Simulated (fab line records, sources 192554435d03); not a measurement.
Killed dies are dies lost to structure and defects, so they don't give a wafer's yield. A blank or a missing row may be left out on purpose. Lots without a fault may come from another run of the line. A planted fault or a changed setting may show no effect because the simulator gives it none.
Chamber matching | flow n5_finfet | N5_BEOL_M13_ETCH_67 on rie_diel-06: 4 sister chambers
The step etches SiARC in CF4, target depth 143 nm, time 238.3 s. 14 wafers are shown with their chamber, then 7 later ones without.

WAFERS WITH THEIR CHAMBER
wafer  | chamber | throttle_valve_pct (%) | showerhead_plenum_p_Torr (Torr) | etch_rf_on_time_s (s)
L078.2 | 3       | 15.33                  | 2.25                            | 246
L078.3 | 0       | 15.84                  | 2.17                            | 230
L078.4 | 0       | 15.84                  | 2.17                            | 231
L079.2 | 3       | 15.35                  | 2.25                            | 244
L079.3 | 2       | 16.06                  | 2.14                            | 259
L079.6 | 2       | 16.06                  | 2.14                            | 258
L081.3 | 3       | 15.37                  | 2.25                            | 246
L081.4 | 1       | 15.40                  | 2.10                            | 229
L081.6 | 1       | 15.41                  | 2.10                            | 231
L083.2 | 0       | 15.86                  | 2.16                            | 232
L083.5 | 0       | 15.85                  | 2.16                            | 230
L083.6 | 3       | 15.36                  | 2.25                            | 243
L088.2 | 0       | 15.86                  | 2.16                            | 230
L088.5 | 3       | 15.38                  | 2.24                            | 248

SIGNATURES (means of the wafers above)
reading                  | chamber 0 | chamber 1 | chamber 2 | chamber 3 | scatter within a chamber
throttle_valve_pct       | 15.8500   | 15.4050   | 16.0600   | 15.3580   | 0.0139
showerhead_plenum_p_Torr | 2.1640    | 2.1000    | 2.1400    | 2.2480    | 0.00447
etch_rf_on_time_s        | 230.60    | 230.00    | 258.50    | 245.40    | 1.45
Rule: a wafer's distance from a chamber is the root of the sum, over the readings, of the square of ((its reading less the chamber's mean) divided by the reading's scatter). The wafer belongs to the nearest chamber; if the next one is less than 2 further off, it can't be placed. The scatter: the root of (the sum of the squares of (reading less its chamber's mean) over the shown wafers, divided by (wafers less chambers)).

WAFERS WITHOUT THEIR CHAMBER
wafer  | throttle_valve_pct (%) | showerhead_plenum_p_Torr (Torr) | etch_rf_on_time_s (s)
L088.6 | 16.09                  | 2.13                            | 261
L089.1 | 15.41                  | 2.24                            | 247
L089.4 | 16.11                  | 2.13                            | 267
L089.6 | 16.09                  | 2.13                            | 264
L093.2 | 15.41                  | 2.24                            | 243
L093.3 | 15.89                  | 2.16                            | 229
L093.5 | 15.47                  | 2.09                            | 223

WHICH CHAMBER EACH WENT THROUGH
wafer  | from the rows above | in truth
L088.6 | 2                   | 2
L089.1 | 3                   | 3
L089.4 | 2                   | 2
L089.6 | 2                   | 2
L093.2 | 3                   | 3
L093.3 | 0                   | 0
L093.5 | 1                   | 1
Placed correctly: 7 of 7. Can't be placed from these rows: 0. Placed wrongly: 0.
